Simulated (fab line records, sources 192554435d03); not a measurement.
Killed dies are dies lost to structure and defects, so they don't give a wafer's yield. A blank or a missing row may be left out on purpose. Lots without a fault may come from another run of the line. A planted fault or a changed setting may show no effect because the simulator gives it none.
Which tool did it? | flow n5_finfet | 10 lots, 30 wafers sampled, at 1 step of a route of 1938

WHAT THE GAUGES READ, wafer by wafer
N5_BEOL_M11_CD_MEAS_18: pitch 140 nm, target cd 70 nm. Usual: cd_nm 70.0 nm, standard deviation 0.56.
lot  | measured     | on        | cd_nm (nm)     | flag
L176 | day 10 08:22 | cd_sem-03 | 69.8 70.6 70.1 |
L177 | day 10 16:22 | cd_sem-01 | 70.3 69.7 69.6 |
L186 | day 13 17:40 | cd_sem-03 | 69.8 69.8 69.7 |
L190 | day 14 01:15 | cd_sem-02 | 69.0 70.0 69.7 |
L191 | day 14 14:29 | cd_sem-02 | 70.0 70.6 70.1 |
L192 | day 14 14:53 | cd_sem-02 | 70.7 70.8 69.1 |
L194 | day 14 21:50 | cd_sem-03 | 70.3 69.6 70.5 |
L197 | day 15 21:47 | cd_sem-03 | 69.3 69.2 70.0 |
L198 | day 15 23:37 | cd_sem-03 | 69.6 69.6 70.9 |
L199 | day 16 07:31 | cd_sem-01 | 69.9 69.6 69.6 |

WHICH TOOL RAN EACH LOT (tool, then ch and the chambers of the sampled wafers, then the start)
The record holds no process step before these readings.

WHAT THE TOOLS THEMSELVES READ (means of the sampled wafers that have a number; where no wafer has one, the mark that the record gives instead)
The record holds no such reading with a usual standard deviation.

THE ANSWER, worked out from the rows above alone
Rule: a lot is off if the mean of its wafers that have a number lies more than 3 standard deviations from the usual mean. A lot without any number at a reading at which 4 lots or more have one is off too. The other lots that the step has rows for count as sound. The gauges are gone through in route order, then the tools' own readings, and for those a lot's mean is taken as printed above. The first step at which some lot is off is used, and at that step the reading that is off furthest; a lot without a number counts as furthest.
No lot is off at any reading shown: from this, nothing can be told.

WHAT THE SIMULATOR HAD PUT IN
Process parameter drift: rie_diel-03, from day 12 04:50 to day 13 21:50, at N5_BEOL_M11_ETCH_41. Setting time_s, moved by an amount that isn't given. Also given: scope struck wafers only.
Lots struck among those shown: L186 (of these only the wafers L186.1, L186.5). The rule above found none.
